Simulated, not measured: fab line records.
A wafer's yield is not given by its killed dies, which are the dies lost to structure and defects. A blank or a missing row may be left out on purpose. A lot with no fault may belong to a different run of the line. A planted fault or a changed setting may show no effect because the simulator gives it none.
Struck lot and sound lot, side by side -- flow n5-finfet -- 17 steps out of a route of 1938
Sound: wafers L951.1, L951.3, L951.6. Struck: wafer L962.4 (left out: L962.1, L962.2 of the same lot, which were not struck); the cause appears at the end.
For every step that has rows: the tool of each side, followed by ch and its chambers, followed by its first start. Under that, the readings that differ: sound wafers -- struck wafers -- difference of the means -- sigmas: that difference in standard deviations of wafers without a fault.
alike: readings with means less than 2 such deviations apart, plus words and numbers identical on both sides. not compared: withheld readings, readings lacking a value on some wafer, bounds such as >300 that could conceal the same value, and numbers that have no deviation in the record and whose values overlap.
The two part at a step that has a row with sigmas, a row that says differs or no value, or rows on one side only. When numbers do not overlap yet have no deviation, they are printed without sigmas and do not part them. Lack of a reading on every wafer of one side parts them only where that side has two or more wafers.

first, 2 steps without rows for these wafers: N5_BEOL_M14_PRECLEAN_39 (cleans in residue remover, time 60 s); N5_BEOL_M14_SRD_40 (time 30 s, dry time 30 s).
N5_BEOL_M14_DEGAS_41: time 60 s.
  sound on pvd-sputter-02 at day 13 00:25; struck on pvd-sputter-03 at day 16 15:39
  alike: heater-power-w
N5_BEOL_M14_PRE_CLEAN_42: time 30 s.
  sound on pvd-sputter-02 at day 13 00:28; struck on pvd-sputter-03 at day 16 15:41
  alike: heater-power-w
then, 1 step without rows for these wafers: N5_BEOL_M14_SPUTTER_43 (material TaN, target thk 15 nm, time 24.19 s).
N5_BEOL_M14_SPUTTER_44: material Ta, target thk 15 nm, time 24.19 s.
  sound on pvd-sputter-02 at day 13 00:35; struck on pvd-sputter-03 at day 16 15:49
  alike: throttle-valve-pct
N5_BEOL_M14_SPUTTER_45: material Cu, target thk 100 nm, time 16.67 s.
  sound on pvd-sputter-02 at day 13 00:40; struck on pvd-sputter-03 at day 16 15:53
  alike: throttle-valve-pct
then, 2 steps without rows for these wafers: N5_BEOL_M14_ECD_47 (material Cu, target thk 1248 nm); N5_BEOL_M14_ANNEAL_48 (time 90 s).
N5_BEOL_M14_CMP_49: polishes, stops on SiO2, t overpolish 5.2 s, target thk 560 nm.
  sound on cmp-03 ch 0,1,2, day 13 01:28; struck on cmp-04 ch 0, day 16 16:37
  alike: barrier-field-endpoint-s, motor-current-A, overpolish-run-s, platen-rpm, retaining-ring-pressure-frac, time-to-endpoint-s
N5_BEOL_M14_THK_MEAS_50: measures by xrf.
  sound on film-metro-02 at day 13 01:41; struck on film-metro-02 at day 16 16:54
  alike: M14_THK
then, 1 step without rows for these wafers: N5_BEOL_M14_PRE_CLEAN_52 (time 15 s).
N5_BEOL_M14_DEP_53: deposits SiCN from 3MS/NH3, target thk 50 nm, time 17.8 s.
  sound on pecvd-01 ch 0,1,2, day 13 01:44; struck on pecvd-01 ch 2, day 16 16:58
  alike: showerhead-plenum-p-Torr, throttle-valve-pct
N5_BEOL_M14_RS_MEAS_54: measures by four-point-probe.
  sound on film-metro-01 at day 13 01:49; struck on film-metro-02 at day 16 17:02
  alike: M14_RS
N5_BEOL_M14_INSPECT_55: inspects for defects (darkfield).
  sound on defect-inspect-02 at day 13 01:50; struck on defect-inspect-02 at day 16 17:04
reading,sound,struck,difference,sigmas
raw-defect-count,94 46 69,522,+452,+17
then, 1 step without rows for these wafers: N5_BEOL_M15_ILD_DEP_00 (deposits SiO2 from TEOS/O2, target thk 1629.3 nm, time 346.1 s).
N5_PASSIVATION_PROBE_49:
  the record has rows for the struck wafers here (prober-02, day 17 14:25) and none for the sound ones

## WHERE THEY PART
At N5_BEOL_M14_INSPECT_55 first; at N5_PASSIVATION_PROBE_49 last (within this record only).

WHY: the cause the simulator had injected
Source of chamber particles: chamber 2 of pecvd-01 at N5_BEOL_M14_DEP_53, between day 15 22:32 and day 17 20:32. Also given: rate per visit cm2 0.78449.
